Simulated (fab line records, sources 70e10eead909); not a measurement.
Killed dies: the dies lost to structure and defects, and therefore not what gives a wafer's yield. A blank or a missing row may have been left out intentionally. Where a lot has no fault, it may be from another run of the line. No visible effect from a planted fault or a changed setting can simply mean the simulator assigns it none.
fab line records	flow nand_harc
[record] lots = 6	wafers = 18	last_day = 31
route steps=1302 shown A_CONTACT@1076
lots untouched by any fault: they come from a run of this same line in which no faults occurred
start_h: start of the lot's first displayed wafer, in hours after the record's first day	wait_h: hours since the lot's step before	" the same as in the row above	L1.1+2: one row covering several wafers at once	- no value present, or no start provided	* or withheld: withheld	< > ~ a bound
route shown NAME@n: NAME is a module with steps in the file, n the number in the route of the first one	usual: average and standard deviation across the fault-free wafers	same: alike in all rows	chamber/n: place in a boat	sites: the reading at each site	_std_site: their standard deviation	_edge_site: the outer-site mean with the inner-site mean subtracted	radius_mm: for every site, how far away it sits from the centre of the wafer	mask NAME#n: copy n	behind: the most recent tool/chamber to have shaped the wafer	hold: why the lot was held/for how many hours/how that ended	device: the n, p or np transistor that did not switch	end of line: the tests these same wafers got at the end of their route	a step without rows: its recipe alone	killed: not the wafer's yield, but the dies lost to structure and defects at the first sort	map: the dies of a wafer, with x for killed, . for not killed, _ for no die there
set.NAME: the setting as run; set.NAME@STEP: as run at that earlier step	model.NAME: the simulator's own value behind a step, which no gauge read
certain route steps with their lots: each step a table, each wafer a row
services: the hour from which a tool's chamber was out of use, counted from the record's first day as start_h (under 0 if before that day), plus the number of hours and why
[[steps]]
[step NHARC_A_CONTACT_PEB_06]
[recipe] peb_temp_c = 100	peb_time_s = 65
[step NHARC_A_CONTACT_DEVELOP_07]
[recipe] develop_time_s = 35	dev_temp_c = 23
[step NHARC_A_CONTACT_CD_MEAS_08]
[recipe] target_cd_nm = 200	landing_energy_ev = 500
[usual] cd_nm = 200.1/0.55
lot.wafer	tool	chamber	start_h	wait_h	cd_nm
L867.1	cd_sem-02	0	558.24	-	200.9
L867.3	"	0	"	"	200.4
L867.4	"	0	"	"	200.8
L868.1	cd_sem-02	0	560.66	-	200.4
L868.2	"	0	"	"	200.0
L868.4	"	0	"	"	200.2
L878.3	cd_sem-01	0	648.95	-	200.0
L878.4	"	0	"	"	200.1
L878.6	"	0	"	"	200.0
L879.1	cd_sem-01	0	679.49	-	201.2
L879.2	"	0	"	"	201.4
L879.5	"	0	"	"	200.6
L881.2	cd_sem-01	0	693.40	-	200.0
L881.3	"	0	"	"	200.2
L881.5	"	0	"	"	200.6
L883.3	cd_sem-03	0	699.67	-	199.2
L883.4	"	0	"	"	199.9
L883.5	"	0	"	"	199.8
[step NHARC_A_CONTACT_OVL_MEAS_09]
[usual] overlay_x_nm = -0.1/0.9	overlay_y_nm = 0.3/0.79
lot.wafer	tool	chamber	start_h	wait_h	overlay_x_nm	overlay_y_nm
L867.1	overlay-02	-	558.32	-	0.2	-0.4
L867.3	"	-	"	"	0.1	0.1
L867.4	"	-	"	"	-0.4	-0.7
L868.1	overlay-01	-	560.75	-	-0.4	1.5
L868.2	"	-	"	"	-0.4	2.1
L868.4	"	-	"	"	0.1	1.2
L878.3	overlay-01	-	649.04	-	0.3	-0.1
L878.4	"	-	"	"	0.6	-0.5
L878.6	"	-	"	"	1.2	0.0
L879.1	overlay-02	-	679.58	-	-1.2	-1.0
L879.2	"	-	"	"	-1.0	-0.3
L879.5	"	-	"	"	-0.8	-0.3
L881.2	overlay-02	-	693.48	-	1.2	0.0
L881.3	"	-	"	"	1.4	0.4
L881.5	"	-	"	"	1.1	0.5
L883.3	overlay-01	-	699.75	-	1.8	0.6
L883.4	"	-	"	"	1.5	0.4
L883.5	"	-	"	"	1.9	0.4
[step NHARC_A_CONTACT_INSPECT_10]
[usual] raw_defect_count = 93/42
lot.wafer	tool	chamber	start_h	wait_h	raw_defect_count
L867.1	defect_inspect-02	-	558.36	0.0	114
L867.3	"	-	"	"	120
L867.4	"	-	"	"	133
L868.1	defect_inspect-01	-	560.79	0.0	67
L868.2	"	-	"	"	58
L868.4	"	-	"	"	59
L878.3	defect_inspect-02	-	649.07	0.0	75
L878.4	"	-	"	"	65
L878.6	"	-	"	"	67
L879.1	defect_inspect-02	-	679.61	0.0	131
L879.2	"	-	"	"	142
L879.5	"	-	"	"	149
L881.2	defect_inspect-01	-	693.52	0.0	27
L881.3	"	-	"	"	19
L881.5	"	-	"	"	26
L883.3	defect_inspect-02	-	699.79	0.0	98
L883.4	"	-	"	"	126
L883.5	"	-	"	"	114
[step NHARC_A_CONTACT_DESCUM_13]
[recipe] time_s = 3	o2_flow_sccm = 200	ar_flow_sccm = 0	bias_power_w = 0	chemistry = O2
[usual] drypump_motor_current_A = 5.64/0.3	oes_product_au = 1.004/0.0079	rf_vpp_V = 57.8/0.93	showerhead_plenum_p_Torr = 1.92/0.085	throttle_valve_pct = 11.312/0.009
[same] bias_power_w = 0
lot.wafer	tool	chamber	start_h	wait_h	drypump_motor_current_A	oes_product_au	rf_hours_counter_h	rf_vpp_V	showerhead_plenum_p_Torr	throttle_valve_pct
L867.4	rie_diel-12	1	558.42	0.1	5.67	1.001	27	59.1	2.03	11.308
L867.3	"	2	"	"	5.86	0.998	28	57.7	1.81	11.310
L867.1	"	0	"	"	5.63	0.995	33	55.6	1.82	11.316
L868.4	rie_diel-08	0	560.85	0.1	5.64	0.992	0	57.4	1.89	11.313
L868.2	"	1	"	"	6.12	1.011	0	57.3	1.88	11.312
L868.1	"	2	"	"	5.28	1.007	0	57.6	2.00	11.307
L878.3	rie_diel-12	1	649.13	0.1	5.66	1.000	4	57.7	2.02	11.315
L878.4	"	3	"	"	5.03	1.002	5	58.6	2.02	11.314
L878.6	"	1	"	"	5.65	1.013	-	57.9	2.02	11.305
L879.1	rie_diel-08	1	679.68	0.1	6.10	1.008	18	58.4	1.87	11.311
L879.2	"	2	"	"	5.27	1.004	18	58.1	2.00	11.315
L879.5	"	1	"	"	6.13	1.003	-	57.8	1.87	11.313
L881.3	rie_diel-08	3	693.58	0.1	5.62	1.009	21	59.1	2.01	11.309
L881.2	"	0	"	"	5.62	1.006	21	57.8	1.88	11.314
L881.5	"	3	"	"	5.61	1.006	-	58.4	2.01	11.316
L883.3	rie_diel-08	0	699.88	0.1	5.63	0.999	22	58.1	1.88	11.321
L883.4	"	2	"	"	5.30	1.000	20	58.1	2.00	11.310
L883.5	"	1	"	"	6.12	1.009	-	57.4	1.87	11.293
[step NHARC_A_CONTACT_ETCH_88]
[recipe] target_depth_a = 390	over_etch_frac = 0.3	time_s = 65	ion_energy_ev = 80	cf4_flow_sccm = 150	ar_flow_sccm = 0	rf_w = 300	bias_w = 100	chemistry = CF4
[step NHARC_A_CONTACT_ETCH_89]
[recipe] target_depth_a = 2600	over_etch_frac = 0.3	time_s = 475.3	ion_energy_ev = 200	n2_flow_sccm = 150	h2_flow_sccm = 150	ar_flow_sccm = 0	rf_w = 400	bias_w = 150	chemistry = N2/H2
[usual] bias_w = 150.1/0.44	chamber_pressure_mTorr = 30.001/0.029	drypump_motor_current_A = 5.63/0.29	h2_flow_sccm = 150.0/0.45	oes_product_au = 1.003/0.0069	rf_fwd_power_W = 399.1/1.2	rf_vpp_V = 430.9/2.8	showerhead_plenum_p_Torr = 2.05/0.094	throttle_valve_pct = 14.174/0.0096
[same] over_etch_frac = 0.3
lot.wafer	tool	chamber	start_h	wait_h	bias_w	chamber_pressure_mTorr	drypump_motor_current_A	h2_flow_sccm	oes_product_au	rf_fwd_power_W	rf_hours_counter_h	rf_vpp_V	showerhead_plenum_p_Torr	throttle_valve_pct
L867.1	rie_diel-12	1	-	-	149.6	30.035	5.68	150.3	1.018	397.6	27	433.6	2.17	14.165
L867.3	"	3	"	"	150.2	29.941	5.02	149.2	1.001	399.3	30	433.9	2.17	14.168
L867.4	"	0	"	"	150.3	29.991	5.62	149.0	1.007	399.6	33	427.1	1.94	14.186
L868.4	rie_diel-08	1	-	-	149.4	30.016	6.13	149.5	1.006	395.7	0	430.7	2.00	14.188
L868.2	"	2	"	"	150.5	30.034	5.27	149.8	1.007	398.6	0	433.9	2.14	14.184
L868.1	"	0	"	"	151.2	29.992	5.64	150.1	0.993	397.2	0	430.8	2.01	14.170
L878.3	rie_diel-12	2	-	-	149.9	29.988	5.82	149.5	0.994	399.3	4	427.2	1.92	14.169
L878.4	"	0	"	"	149.9	29.979	5.63	149.4	0.997	399.6	5	427.9	1.93	14.170
L878.6	"	2	"	"	150.0	29.987	5.85	150.1	1.002	398.7	-	427.7	1.92	14.152
L879.1	rie_diel-08	3	-	-	150.0	29.969	5.57	149.4	1.013	398.1	19	432.8	2.14	14.169
L879.2	"	1	"	"	150.1	29.976	6.11	150.1	1.006	400.6	18	428.4	1.99	14.197
L879.5	"	3	"	"	149.7	29.987	5.59	149.6	1.005	398.9	-	430.8	2.14	14.178
L881.2	rie_diel-08	1	-	-	149.6	30.016	6.17	149.4	1.004	399.1	20	427.7	1.99	14.186
L881.3	"	0	"	"	149.5	29.998	5.65	149.9	0.998	398.7	21	430.6	2.01	14.172
L881.5	"	2	"	"	149.8	29.931	5.28	149.7	1.008	398.7	-	432.6	2.13	14.177
L883.3	rie_diel-08	0	-	-	149.5	30.018	5.64	149.7	0.998	399.2	22	430.2	2.01	14.149
L883.4	"	2	"	"	150.3	29.966	5.27	150.3	1.006	398.8	21	432.6	2.13	14.152
L883.5	"	0	"	"	149.9	30.058	5.64	150.4	0.991	398.4	-	427.9	2.01	14.164
[step NHARC_A_CONTACT_ETCH_30]
[recipe] target_depth_a = 726	time_s = 36.3	cf4_flow_sccm = 100	chf3_flow_sccm = 30	ar_flow_sccm = 0	rf_w = 500	bias_w = 200	chemistry = CF4/CHF3
[usual] bias_w = 200.0/0.61	cf4_flow_sccm = 100.0/0.31	drypump_motor_current_A = 5.63/0.28	oes_product_au = 0.942/0.021	rf_fwd_power_W = 492.8/2.7	rf_vpp_V = 370.9/2.4	showerhead_plenum_p_Torr = 1.58/0.066	throttle_valve_pct = 16.803/0.01
lot.wafer	tool	chamber	start_h	wait_h	bias_w	cf4_flow_sccm	drypump_motor_current_A	oes_product_au	rf_fwd_power_W	rf_hours_counter_h	rf_vpp_V	showerhead_plenum_p_Torr	throttle_valve_pct
L867.4	rie_diel-12	0	-	-	199.7	99.9	5.60	0.928	494.9	33	368.2	1.50	16.805
L867.1	"	1	"	"	200.7	99.8	5.68	0.926	492.1	27	372.9	1.66	16.817
L867.3	"	3	"	"	199.3	99.8	5.00	0.935	495.1	30	374.4	1.67	16.811
L868.2	rie_diel-08	0	-	-	199.8	99.7	5.64	0.953	495.4	1	369.7	1.55	16.800
L868.4	"	1	"	"	200.6	100.4	6.10	0.964	490.0	1	368.5	1.54	16.808
L868.1	"	2	"	"	199.2	99.5	5.28	0.989	492.5	0	374.2	1.64	16.801
L878.3	rie_diel-12	0	-	-	199.8	99.9	5.63	0.916	495.2	5	367.0	1.49	16.814
L878.4	"	2	"	"	198.7	99.6	5.82	0.935	488.0	4	367.7	1.49	16.808
L878.6	"	3	"	"	200.4	99.7	5.00	0.934	493.2	-	374.7	1.66	16.812
L879.1	rie_diel-08	3	-	-	200.2	99.8	5.61	0.926	488.4	20	372.9	1.65	16.804
L879.2	"	0	"	"	199.4	100.3	5.63	0.922	495.6	20	369.7	1.55	16.800
L879.5	"	1	"	"	199.7	100.1	6.12	0.928	490.6	-	369.0	1.54	16.818
L881.2	rie_diel-08	2	-	-	200.7	100.1	5.26	0.932	490.8	20	374.1	1.64	16.796
L881.3	"	0	"	"	200.1	100.1	5.64	0.922	495.5	22	369.0	1.55	16.805
L881.5	"	3	"	"	199.7	100.6	5.57	0.932	490.0	-	375.6	1.65	16.807
L883.3	rie_diel-08	3	-	-	199.7	99.4	5.58	0.926	491.4	22	371.4	1.65	16.795
L883.4	"	2	"	"	200.0	99.8	5.28	0.937	492.5	21	372.3	1.64	16.791
L883.5	"	3	"	"	199.6	100.4	5.58	0.947	489.8	-	372.8	1.65	16.795
[step NHARC_A_CONTACT_ETCH_31]
[recipe] target_depth_a = 28000	over_etch_frac = 0.3	time_s = 728	ion_energy_ev = 150	o2_flow_sccm = 400	cos_flow_sccm = 20	ar_flow_sccm = 0	rf_w = 500	bias_w = 300	chemistry = O2/COS
[usual] bias_w = 300.1/0.95	chamber_pressure_mTorr = 20.001/0.022	drypump_motor_current_A = 5.65/0.3	oes_product_au = 1.003/0.0084	rf_fwd_power_W = 499.5/1.6	rf_vpp_V = 314.5/2	showerhead_plenum_p_Torr = 3.14/0.13	throttle_valve_pct = 28.330/0.0093
[same] over_etch_frac = 0.3
lot.wafer	tool	chamber	start_h	wait_h	bias_w	chamber_pressure_mTorr	drypump_motor_current_A	oes_product_au	rf_fwd_power_W	rf_hours_counter_h	rf_vpp_V	showerhead_plenum_p_Torr	throttle_valve_pct
L867.1	rie_diel-12	0	-	-	301.0	19.997	5.61	1.000	496.2	33	312.0	2.98	28.324
L867.4	"	2	"	"	299.8	20.020	5.90	1.002	498.0	28	313.1	2.97	28.333
L867.3	"	3	"	"	299.1	19.964	5.01	1.002	496.7	30	317.7	3.31	28.320
L868.1	rie_diel-08	3	-	-	300.5	19.975	5.63	1.005	500.6	1	317.3	3.28	28.326
L868.4	"	1	"	"	300.9	19.996	6.13	1.009	498.6	1	312.1	3.07	28.321
L868.2	"	2	"	"	300.6	20.012	5.29	1.018	498.0	1	315.1	3.26	28.320
L878.4	rie_diel-12	3	-	-	300.5	19.978	5.02	1.012	498.5	5	315.6	3.29	28.332
L878.3	"	0	"	"	298.6	19.937	5.64	0.994	501.1	5	312.8	2.96	28.328
L878.6	"	3	"	"	299.9	20.001	5.02	1.024	499.4	-	315.9	3.29	28.297
L879.2	rie_diel-08	0	-	-	298.7	20.009	5.65	1.001	499.0	20	313.8	3.08	28.332
L879.1	"	2	"	"	300.8	19.998	5.27	1.013	499.3	18	316.3	3.25	28.325
L879.5	"	3	"	"	299.7	19.991	5.61	1.007	501.4	-	316.1	3.27	28.335
L881.2	rie_diel-08	3	-	-	299.0	19.972	5.56	0.987	498.9	21	316.9	3.27	28.336
L881.3	"	0	"	"	299.9	20.021	5.65	1.003	498.5	22	313.9	3.07	28.335
L881.5	"	0	"	"	300.9	20.014	5.65	0.997	501.0	-	313.6	3.07	28.325
L883.3	rie_diel-08	3	-	-	300.4	20.021	5.58	0.995	499.9	22	317.5	3.27	28.345
L883.4	"	1	"	"	300.0	19.991	6.16	1.009	500.8	21	314.5	3.06	28.344
L883.5	"	3	"	"	301.0	20.002	5.59	0.999	500.0	-	316.7	3.27	28.324
[step NHARC_A_CONTACT_ETCH_134]
[recipe] source_w = withheld	pressure_mtorr = 20	bias_v = withheld	time_s = 140	target_depth_a = 7000	ar_flow_sccm = withheld	c4f8_flow_sccm = withheld	o2_flow_sccm = withheld	chemistry = C4F8/O2/Ar
[step NHARC_A_CONTACT_ETCH_135]
[recipe] source_w = withheld	pressure_mtorr = 20	bias_v = 1200	time_s = 311	target_depth_a = 19120	ar_flow_sccm = withheld	c4f8_flow_sccm = withheld	o2_flow_sccm = withheld	chemistry = C4F8/O2/Ar
[usual] chamber_pressure_mTorr = 20.001/0.019	oes_air_line_au = 1.000/0.021
lot.wafer	tool	chamber	start_h	wait_h	chamber_pressure_mTorr	oes_air_line_au	rf_hours_counter_h
L867.1	har_cap_etch-03	1	559.79	0.2	19.995	1.013	50
L867.3	"	0	"	"	20.015	1.021	-
L867.4	"	1	"	"	19.980	0.990	-
L868.1	har_cap_etch-02	1	562.18	0.2	19.985	1.002	93
L868.2	"	0	"	"	19.992	0.997	93
L868.4	"	1	"	"	19.976	0.991	-
L878.4	har_cap_etch-03	1	650.55	0.2	19.999	1.020	-
L878.3	"	0	"	"	20.027	1.035	-
L878.6	"	1	"	"	20.005	1.013	-
L879.2	har_cap_etch-03	1	681.01	0.2	20.028	1.030	71
L879.1	"	0	"	"	20.033	0.970	71
L879.5	"	0	"	"	19.997	0.961	-
L881.2	har_cap_etch-02	1	694.95	0.2	20.018	0.984	119
L881.3	"	0	"	"	20.022	1.000	-
L881.5	"	1	"	"	20.001	1.011	-
L883.3	har_cap_etch-01	0	701.45	0.2	19.981	1.015	-
L883.4	"	1	"	"	20.039	0.981	-
L883.5	"	0	"	"	19.956	1.022	-
[step NHARC_A_CONTACT_ETCH_136]
[recipe] source_w = withheld	pressure_mtorr = 20	bias_v = 1200	time_s = 311	target_depth_a = 19120	ar_flow_sccm = withheld	c4f8_flow_sccm = withheld	o2_flow_sccm = withheld	chemistry = C4F8/O2/Ar
[usual] chamber_pressure_mTorr = 19.997/0.019	oes_air_line_au = 1.001/0.02
lot.wafer	tool	chamber	start_h	wait_h	chamber_pressure_mTorr	oes_air_line_au	rf_hours_counter_h
L867.1	har_cap_etch-03	1	560.06	0.2	-	-	-
L867.3	"	0	"	"	-	-	-
L867.4	"	1	"	"	-	-	-
L868.1	har_cap_etch-02	1	562.45	0.2	-	-	-
L868.2	"	0	"	"	-	-	-
L868.4	"	1	"	"	-	-	-
L878.4	har_cap_etch-03	1	650.82	0.2	20.011	0.997	-
L878.3	"	0	"	"	19.981	1.003	-
L878.6	"	1	"	"	20.019	0.988	-
L879.2	har_cap_etch-03	1	681.28	0.2	20.015	1.022	71
L879.1	"	0	"	"	19.963	0.988	71
L879.5	"	0	"	"	19.973	1.018	-
L881.2	har_cap_etch-02	1	695.22	0.2	20.016	1.003	119
L881.3	"	0	"	"	19.986	0.973	-
L881.5	"	1	"	"	20.017	0.987	-
L883.3	har_cap_etch-01	0	701.73	0.2	19.980	1.003	-
L883.4	"	1	"	"	20.014	1.012	-
L883.5	"	0	"	"	19.993	1.013	-
[step NHARC_A_CONTACT_ETCH_137]
[recipe] source_w = withheld	pressure_mtorr = 20	bias_v = 1200	time_s = 311	target_depth_a = 19120	ar_flow_sccm = withheld	c4f8_flow_sccm = withheld	o2_flow_sccm = withheld	chemistry = C4F8/O2/Ar
[[services]]
tool	chamber	start_h	hours	kind
rie_diel-08	0	545.63	9.0	vent_cycle
rie_diel-08	1	545.63	9.0	vent_cycle
har_cap_etch-01	-	549.38	0.9	repair
rie_diel-08	0	554.63	-	clean
rie_diel-08	1	554.63	-	clean
rie_diel-08	2	554.63	-	clean
rie_diel-08	2	554.63	-	consumable_replace:focus_ring
rie_diel-08	3	554.63	-	clean
rie_diel-08	1	568.42	6.1	repair
rie_diel-08	0	579.13	-	clean
rie_diel-08	1	579.13	-	clean
rie_diel-08	2	579.13	-	clean
rie_diel-08	3	579.13	-	clean
rie_diel-08	0	603.68	-	clean
rie_diel-08	1	603.68	-	clean
rie_diel-08	2	603.68	-	clean
rie_diel-08	3	603.68	-	clean
rie_diel-12	-	622.52	9.0	pm
rie_diel-08	0	628.18	-	clean
rie_diel-08	1	628.18	-	clean
rie_diel-08	2	628.18	-	clean
har_cap_etch-02	-	635.17	0.1	repair
rie_diel-08	2	658.58	5.1	repair
rie_diel-08	-	666.06	0.3	repair
[[key]]
[first_sign] step = NHARC_A_CONTACT_ETCH_136	reading = tool_record	direction = missing
effect none on later readings
met_at NHARC_A_CONTACT_ETCH_136
struck_wafers L867.1,L867.3,L867.4,L868.1,L868.2,L868.4
later_rows_left_out L867.1,L867.3,L867.4,L868.1,L868.2,L868.4
sort_left_out L867.1,L867.3,L867.4,L868.1,L868.2,L868.4
tester_left_out L867,L868
[fault] kind = skipped_step_whole	tool = har_cap_etch-02,har_cap_etch-03	chamber = -	onset_h = 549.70	steps = NHARC_A_CONTACT_ETCH_136	scope = struck_lots_only
// tester_left_out: of these lots the tester's yield and bins aren't shown, on N5 and GAA mostly nor the transistor test; their killed dies are dies lost to structure and defects alone, not to doping, threshold or leakage, so they don't give the yield
// sort_left_out: the simulated sort isn't trusted on such a fault, so these wafers' sort isn't shown, and their yield isn't known
// later_rows_left_out: the simulator's readings of these wafers behind a module that went badly wrong aren't trusted and aren't shown, but for the sort
